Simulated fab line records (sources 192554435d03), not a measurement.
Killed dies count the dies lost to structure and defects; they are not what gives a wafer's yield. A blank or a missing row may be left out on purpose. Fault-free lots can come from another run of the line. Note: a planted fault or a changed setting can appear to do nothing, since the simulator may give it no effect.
The tool behind it: which one? / flow n5Finfet / Sampling: 10 lots, 27 wafers, 7 of 1938 route steps

== WHAT EACH GAUGE READ, for each wafer ==
N5_BEOL_M4_THK_MEAS_53: measures by xrf. Usual: for M4_THK the level is 40.5 nm and the standard deviation is 1.7.
lot=L683; measured=day 9 10:31; on=filmMetro-01; M4_THK (nm)=39.7 40.0 39.9; flag=
lot=L684; measured=day 9 17:52; on=filmMetro-01; M4_THK (nm)=37.9 37.7 38.4; flag=
lot=L686; measured=day 10 11:31; on=filmMetro-01; M4_THK (nm)=41.1 39.7 40.9; flag=
lot=L687; measured=day 10 17:12; on=filmMetro-02; M4_THK (nm)=42.2 41.1; flag=
lot=L688; measured=day 10 18:38; on=filmMetro-02; M4_THK (nm)=42.8 40.3 43.9; flag=
lot=L691; measured=day 11 15:14; on=filmMetro-01; M4_THK (nm)=42.7 154.4; flag=OFF
lot=L693; measured=day 11 19:09; on=filmMetro-02; M4_THK (nm)=39.8 39.8 149.5; flag=OFF
lot=L694; measured=day 12 10:20; on=filmMetro-02; M4_THK (nm)=40.6 39.9 40.6; flag=
lot=L696; measured=day 12 16:31; on=filmMetro-02; M4_THK (nm)=42.3 149.9; flag=OFF
lot=L695; measured=day 14 07:49; on=filmMetro-02; M4_THK (nm)=39.8 40.2 41.2; flag=

N5_BEOL_M4_INSPECT_59: inspects for defects (darkfield). Usual: rawDefectCount reads 79 (standard deviation 27).
lot=L683; measured=day 9 10:49; on=defectInspect-02; rawDefectCount=63 101 107; flag=
lot=L684; measured=day 9 18:09; on=defectInspect-01; rawDefectCount=77 103 73; flag=
lot=L686; measured=day 10 11:59; on=defectInspect-01; rawDefectCount=56 123 84; flag=
lot=L687; measured=day 10 17:29; on=defectInspect-02; rawDefectCount=70 141; flag=
lot=L688; measured=day 10 18:56; on=defectInspect-01; rawDefectCount=77 56 81; flag=
lot=L691; measured=day 11 15:31; on=defectInspect-02; rawDefectCount=105 4986; flag=OFF
lot=L693; measured=day 11 19:38; on=defectInspect-01; rawDefectCount=84 57 5025; flag=OFF
lot=L694; measured=day 12 10:37; on=defectInspect-02; rawDefectCount=55 110 82; flag=
lot=L696; measured=day 12 16:49; on=defectInspect-02; rawDefectCount=84 5139; flag=OFF
lot=L695; measured=day 14 08:08; on=defectInspect-01; rawDefectCount=85 95 84; flag=

N5_BEOL_M4_RC_MEAS_101. Usual: DIBL_N 36.1 mV/V, standard deviation 1.6; DIBL_P 35.8 mV/V, standard deviation 2.1; IOFF_N 0.16 nA/um, standard deviation 0.031; IOFF_P 0.21 nA/um, standard deviation 0.034; ION_N 673 uA/um, standard deviation 12; ION_P 461 uA/um, standard deviation 7.2; SS_N 71.4 mV/dec, standard deviation 0.59; SS_P 73.3 mV/dec, standard deviation 0.63; VT_N 250 mV, standard deviation 3.1; VT_P -250 mV, standard deviation 3.3.
lot=L683; measured=day 9 10:52; on=prober-01; DIBL_N (mV/V)=39.2 37.8 38.8; DIBL_P (mV/V)=40.4 38.3 38.2; IOFF_N (nA/um)=0.20 0.17 0.19; IOFF_P (nA/um)=0.27 0.25 0.24; ION_N (uA/um)=688 676 675; ION_P (uA/um)=470 465 461; SS_N (mV/dec)=71.9 71.4 72.3; SS_P (mV/dec)=74.5 74.2 73.5; VT_N (mV)=246 248 252; VT_P (mV)=-246 -245 -248; flag=
lot=L684; measured=day 9 18:20; on=prober-01; DIBL_N (mV/V)=35.0 33.3 35.1; DIBL_P (mV/V)=35.2 31.9 35.1; IOFF_N (nA/um)=0.14 0.10 0.14; IOFF_P (nA/um)=0.18 0.14 0.18; ION_N (uA/um)=666 649 662; ION_P (uA/um)=455 445 452; SS_N (mV/dec)=71.4 70.9 70.7; SS_P (mV/dec)=72.9 72.0 73.5; VT_N (mV)=251 261 252; VT_P (mV)=-255 -256 -255; flag=
lot=L686; measured=day 10 12:10; on=prober-01; DIBL_N (mV/V)=38.0 37.3 36.9; DIBL_P (mV/V)=38.3 35.4 35.4; IOFF_N (nA/um)=0.17 0.14 0.14; IOFF_P (nA/um)=0.26 0.21 0.21; ION_N (uA/um)=679 660 664; ION_P (uA/um)=480 458 462; SS_N (mV/dec)=72.0 71.1 71.9; SS_P (mV/dec)=73.9 73.1 72.7; VT_N (mV)=250 249 253; VT_P (mV)=-244 -249 -248; flag=
lot=L687; measured=day 10 17:59; on=prober-02; DIBL_N (mV/V)=36.4 36.4; DIBL_P (mV/V)=35.5 36.1; IOFF_N (nA/um)=0.14 0.15; IOFF_P (nA/um)=0.18 0.21; ION_N (uA/um)=667 668; ION_P (uA/um)=453 454; SS_N (mV/dec)=70.6 70.6; SS_P (mV/dec)=73.6 73.7; VT_N (mV)=251 251; VT_P (mV)=-253 -251; flag=
lot=L688; measured=day 10 18:57; on=prober-01; DIBL_N (mV/V)=35.4 35.0 35.7; DIBL_P (mV/V)=36.1 35.7 36.6; IOFF_N (nA/um)=0.14 0.14 0.14; IOFF_P (nA/um)=0.17 0.17 0.18; ION_N (uA/um)=667 676 664; ION_P (uA/um)=452 460 452; SS_N (mV/dec)=71.0 71.0 71.4; SS_P (mV/dec)=73.5 72.2 73.3; VT_N (mV)=253 251 254; VT_P (mV)=-256 -255 -255; flag=
lot=L691; measured=day 11 15:33; on=prober-01; DIBL_N (mV/V)=37.8; DIBL_P (mV/V)=38.7; IOFF_N (nA/um)=0.20; IOFF_P (nA/um)=0.28; ION_N (uA/um)=680; ION_P (uA/um)=468; SS_N (mV/dec)=71.4; SS_P (mV/dec)=73.7; VT_N (mV)=248; VT_P (mV)=-247; flag=
lot=L693; measured=day 11 19:40; on=prober-01; DIBL_N (mV/V)=35.4 33.9; DIBL_P (mV/V)=35.8 34.5; IOFF_N (nA/um)=0.15 0.13; IOFF_P (nA/um)=0.21 0.18; ION_N (uA/um)=672 656; ION_P (uA/um)=465 454; SS_N (mV/dec)=71.2 70.8; SS_P (mV/dec)=73.1 72.5; VT_N (mV)=249 254; VT_P (mV)=-250 -250; flag=
lot=L694; measured=day 12 10:47; on=prober-01; DIBL_N (mV/V)=39.4 37.6 39.6; DIBL_P (mV/V)=40.5 38.6 40.6; IOFF_N (nA/um)=0.22 0.17 0.23; IOFF_P (nA/um)=0.24 0.22 0.25; ION_N (uA/um)=695 674 690; ION_P (uA/um)=470 462 462; SS_N (mV/dec)=71.8 71.2 71.9; SS_P (mV/dec)=73.8 73.7 74.8; VT_N (mV)=246 247 245; VT_P (mV)=-250 -251 -252; flag=
lot=L696; measured=day 12 17:00; on=prober-01; DIBL_N (mV/V)=36.2; DIBL_P (mV/V)=36.4; IOFF_N (nA/um)=0.15; IOFF_P (nA/um)=0.20; ION_N (uA/um)=669; ION_P (uA/um)=461; SS_N (mV/dec)=70.9; SS_P (mV/dec)=73.8; VT_N (mV)=250; VT_P (mV)=-251; flag=
lot=L695; measured=day 14 08:28; on=prober-01; DIBL_N (mV/V)=36.0 35.1 37.1; DIBL_P (mV/V)=35.9 33.0 36.0; IOFF_N (nA/um)=0.17 0.16 0.18; IOFF_P (nA/um)=0.24 0.19 0.23; ION_N (uA/um)=672 687 669; ION_P (uA/um)=463 470 461; SS_N (mV/dec)=71.7 71.0 71.3; SS_P (mV/dec)=73.3 72.7 73.4; VT_N (mV)=250 248 246; VT_P (mV)=-246 -250 -248; flag=

== EACH LOT AND THE TOOL THAT RAN IT (in order: tool; ch and the chambers of the sampled wafers; start) ==
lot=L683; N5_BEOL_M4_SPUTTER_92=pvdSputter-02, day 9 09:17; N5_BEOL_M4_ANNEAL_93=pvdSputter-02, day 9 09:22; N5_BEOL_M4_CMP_52=cmp-02 ch 0,2,3, day 9 10:13; N5_BEOL_M4_PRE_CLEAN_60=cvdCo-01 ch 0,1, day 9 10:32
lot=L684; N5_BEOL_M4_SPUTTER_92=pvdSputter-02, day 9 12:11; N5_BEOL_M4_ANNEAL_93=pvdSputter-02, day 9 12:16; N5_BEOL_M4_CMP_52=cmp-02 ch 0,3, day 9 17:37; N5_BEOL_M4_PRE_CLEAN_60=cvdCo-02 ch 0,1, day 9 17:54
lot=L686; N5_BEOL_M4_SPUTTER_92=pvdSputter-01, day 10 09:29; N5_BEOL_M4_ANNEAL_93=pvdSputter-01, day 10 09:34; N5_BEOL_M4_CMP_52=cmp-01 ch 2,3, day 10 11:16; N5_BEOL_M4_PRE_CLEAN_60=cvdCo-01 ch 0,1, day 10 11:44
lot=L687; N5_BEOL_M4_SPUTTER_92=pvdSputter-01, day 10 15:59; N5_BEOL_M4_ANNEAL_93=pvdSputter-01, day 10 16:04; N5_BEOL_M4_CMP_52=cmp-04 ch 0,1, day 10 16:57; N5_BEOL_M4_PRE_CLEAN_60=cvdCo-01 ch 0,1, day 10 17:16
lot=L688; N5_BEOL_M4_SPUTTER_92=pvdSputter-03, day 10 17:19; N5_BEOL_M4_ANNEAL_93=pvdSputter-03, day 10 17:24; N5_BEOL_M4_CMP_52=cmp-01 ch 0,1,2, day 10 18:25; N5_BEOL_M4_PRE_CLEAN_60=cvdCo-02 ch 0,2, day 10 18:41
lot=L691; N5_BEOL_M4_SPUTTER_92=pvdSputter-01, day 11 14:01; N5_BEOL_M4_ANNEAL_93=pvdSputter-01, day 11 14:05; N5_BEOL_M4_CMP_52=cmp-04 ch 0,3, day 11 14:59; N5_BEOL_M4_PRE_CLEAN_60=cvdCo-02 ch 1,2, day 11 15:16
lot=L693; N5_BEOL_M4_SPUTTER_92=pvdSputter-01, day 11 17:35; N5_BEOL_M4_ANNEAL_93=pvdSputter-01, day 11 17:40; N5_BEOL_M4_CMP_52=cmp-04 ch 0,1,2, day 11 18:52; N5_BEOL_M4_PRE_CLEAN_60=cvdCo-02 ch 1,2, day 11 19:24
lot=L694; N5_BEOL_M4_SPUTTER_92=pvdSputter-03, day 12 09:06; N5_BEOL_M4_ANNEAL_93=pvdSputter-03, day 12 09:11; N5_BEOL_M4_CMP_52=cmp-02 ch 0,2, day 12 10:02; N5_BEOL_M4_PRE_CLEAN_60=cvdCo-01 ch 0,1,2, day 12 10:22
lot=L696; N5_BEOL_M4_SPUTTER_92=pvdSputter-03, day 12 15:15; N5_BEOL_M4_ANNEAL_93=pvdSputter-03, day 12 15:20; N5_BEOL_M4_CMP_52=cmp-04 ch 0, day 12 16:16; N5_BEOL_M4_PRE_CLEAN_60=cvdCo-01 ch 0, day 12 16:34
lot=L695; N5_BEOL_M4_SPUTTER_92=pvdSputter-01, day 14 06:18; N5_BEOL_M4_ANNEAL_93=pvdSputter-01, day 14 06:23; N5_BEOL_M4_CMP_52=cmp-01 ch 1,2,3, day 14 07:14; N5_BEOL_M4_PRE_CLEAN_60=cvdCo-01 ch 1,2, day 14 07:53
- N5_BEOL_M4_SPUTTER_92: material Cu, target thk 4.5 nm, time 8.29 s.
- N5_BEOL_M4_ANNEAL_93: time 240 s.
- N5_BEOL_M4_CMP_52: polishes, stops on SiOC, t overpolish 6.8 s, target thk 40 nm.
- N5_BEOL_M4_PRE_CLEAN_60: time 15 s.

== AS READ BY THE TOOLS THEMSELVES (means over the sampled wafers that have a number; for cases with no such wafer, the mark the record gives instead) ==
N5_BEOL_M4_SPUTTER_92. Usual: substrateTempC -20.00 C, standard deviation 0.1; throttleValvePct 30.1 %, standard deviation 0.92.
lot=L683; tool=pvdSputter-02; substrateTempC (C)=-19.97; throttleValvePct (%)=29.7; flag=
lot=L684; tool=pvdSputter-02; substrateTempC (C)=-20.00; throttleValvePct (%)=29.9; flag=
lot=L686; tool=pvdSputter-01; substrateTempC (C)=-20.07; throttleValvePct (%)=29.7; flag=
lot=L687; tool=pvdSputter-01; substrateTempC (C)=-20.10; throttleValvePct (%)=30.5; flag=
lot=L688; tool=pvdSputter-03; substrateTempC (C)=-20.09; throttleValvePct (%)=29.9; flag=
lot=L691; tool=pvdSputter-01; substrateTempC (C)=-20.00; throttleValvePct (%)=31.1; flag=
lot=L693; tool=pvdSputter-01; substrateTempC (C)=-20.02; throttleValvePct (%)=30.8; flag=
lot=L694; tool=pvdSputter-03; substrateTempC (C)=-20.09; throttleValvePct (%)=29.5; flag=
lot=L696; tool=pvdSputter-03; substrateTempC (C)=-19.95; throttleValvePct (%)=30.0; flag=
lot=L695; tool=pvdSputter-01; substrateTempC (C)=-19.98; throttleValvePct (%)=30.7; flag=

N5_BEOL_M4_ANNEAL_93. Usual: heaterPowerW 807 W, standard deviation 87; susceptor_temp_C_max 400.9, standard deviation 0.33.
lot=L683; tool=pvdSputter-02; heaterPowerW (W)=850; susceptor_temp_C_max=401.0; flag=
lot=L684; tool=pvdSputter-02; heaterPowerW (W)=776; susceptor_temp_C_max=400.9; flag=
lot=L686; tool=pvdSputter-01; heaterPowerW (W)=752; susceptor_temp_C_max=400.8; flag=
lot=L687; tool=pvdSputter-01; heaterPowerW (W)=762; susceptor_temp_C_max=400.6; flag=
lot=L688; tool=pvdSputter-03; heaterPowerW (W)=837; susceptor_temp_C_max=400.8; flag=
lot=L691; tool=pvdSputter-01; heaterPowerW (W)=866; susceptor_temp_C_max=400.9; flag=
lot=L693; tool=pvdSputter-01; heaterPowerW (W)=826; susceptor_temp_C_max=401.1; flag=
lot=L694; tool=pvdSputter-03; heaterPowerW (W)=782; susceptor_temp_C_max=400.9; flag=
lot=L696; tool=pvdSputter-03; heaterPowerW (W)=800; susceptor_temp_C_max=400.8; flag=
lot=L695; tool=pvdSputter-01; heaterPowerW (W)=830; susceptor_temp_C_max=400.9; flag=

N5_BEOL_M4_CMP_52. Usual: barrierFieldEndpointS 24.7 s, standard deviation 0.74; motorCurrentA 6.2 A, standard deviation 0.64; overpolishRunS 6.800 s, standard deviation 0.0087; timeToEndpointS 62 s, standard deviation 3.7.
lot=L683; tool=cmp-02; barrierFieldEndpointS (s)=23.7; motorCurrentA (A)=5.9; overpolishRunS (s)=6.795; timeToEndpointS (s)=56; flag=
lot=L684; tool=cmp-02; barrierFieldEndpointS (s)=24.1; motorCurrentA (A)=6.0; overpolishRunS (s)=6.813; timeToEndpointS (s)=56; flag=
lot=L686; tool=cmp-01; barrierFieldEndpointS (s)=24.5; motorCurrentA (A)=6.8; overpolishRunS (s)=6.802; timeToEndpointS (s)=61; flag=
lot=L687; tool=cmp-04; barrierFieldEndpointS (s)=26.2; motorCurrentA (A)=5.9; overpolishRunS (s)=6.805; timeToEndpointS (s)=65; flag=
lot=L688; tool=cmp-01; barrierFieldEndpointS (s)=24.9; motorCurrentA (A)=6.5; overpolishRunS (s)=6.795; timeToEndpointS (s)=61; flag=
lot=L691; tool=cmp-04; barrierFieldEndpointS (s)=32.9; motorCurrentA (A)=6.1; overpolishRunS (s)=3.423; timeToEndpointS (s)=74; flag=OFF
lot=L693; tool=cmp-04; barrierFieldEndpointS (s)=30.0; motorCurrentA (A)=6.2; overpolishRunS (s)=4.540; timeToEndpointS (s)=70; flag=OFF
lot=L694; tool=cmp-02; barrierFieldEndpointS (s)=24.9; motorCurrentA (A)=6.0; overpolishRunS (s)=6.808; timeToEndpointS (s)=63; flag=
lot=L696; tool=cmp-04; barrierFieldEndpointS (s)=33.4; motorCurrentA (A)=6.7; overpolishRunS (s)=3.425; timeToEndpointS (s)=74; flag=OFF
lot=L695; tool=cmp-01; barrierFieldEndpointS (s)=24.9; motorCurrentA (A)=5.9; overpolishRunS (s)=6.795; timeToEndpointS (s)=62; flag=

N5_BEOL_M4_PRE_CLEAN_60. Usual: heaterPowerW reads 100 W (standard deviation 10).
lot=L683; tool=cvdCo-01; heaterPowerW (W)=110; flag=
lot=L684; tool=cvdCo-02; heaterPowerW (W)=89; flag=
lot=L686; tool=cvdCo-01; heaterPowerW (W)=111; flag=
lot=L687; tool=cvdCo-01; heaterPowerW (W)=109; flag=
lot=L688; tool=cvdCo-02; heaterPowerW (W)=96; flag=
lot=L691; tool=cvdCo-02; heaterPowerW (W)=99; flag=
lot=L693; tool=cvdCo-02; heaterPowerW (W)=99; flag=
lot=L694; tool=cvdCo-01; heaterPowerW (W)=103; flag=
lot=L696; tool=cvdCo-01; heaterPowerW (W)=108; flag=
lot=L695; tool=cvdCo-01; heaterPowerW (W)=106; flag=

== THE ANSWER, worked out from the rows above alone ==
Rule: take the mean of a lot's wafers that have a number; if it is more than 3 standard deviations from the usual mean, the lot is off. Also off: a lot with no number at a reading for which 4 or more lots have one. Any other lot the step has rows for is counted as sound. Order of review: gauges by route order, followed by the tools' own readings, for which a lot's mean as printed above is used. The first step at which some lot is off is used, and at that step the reading that is off furthest; a lot without a number counts as furthest.
Off: L691, L693, L696, seen at N5_BEOL_M4_THK_MEAS_53 (M4_THK).
If a tool, at a process step before that reading, ran all the lots that are off and no sound lot after the first of them, it fits. Not tried: the gauges at N5_BEOL_M4_THK_MEAS_53; whatever is off there is also off at N5_BEOL_M4_INSPECT_59, on other tools, and gauge error can't account for it. One candidate fits, namely cmp-04 at N5_BEOL_M4_CMP_52. A fault onset in the window from L687 (day 10 16:57, its last sound lot) to L691 (day 11 14:59, its first lot off) fits.
The tool's own readings at N5_BEOL_M4_CMP_52 bear it out: on the lots that are off they differ by more than 5 times the standard deviation of the sound lots' means. barrierFieldEndpointS reads 32.1 s there against 24.7 s on the sound lots; overpolishRunS reads 3.796 s there against 6.802 s on the sound lots.

== WHAT WAS PUT IN BY THE SIMULATOR ==
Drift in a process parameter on cmp-04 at N5_BEOL_M4_CMP_52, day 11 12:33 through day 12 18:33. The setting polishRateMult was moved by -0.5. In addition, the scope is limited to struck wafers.
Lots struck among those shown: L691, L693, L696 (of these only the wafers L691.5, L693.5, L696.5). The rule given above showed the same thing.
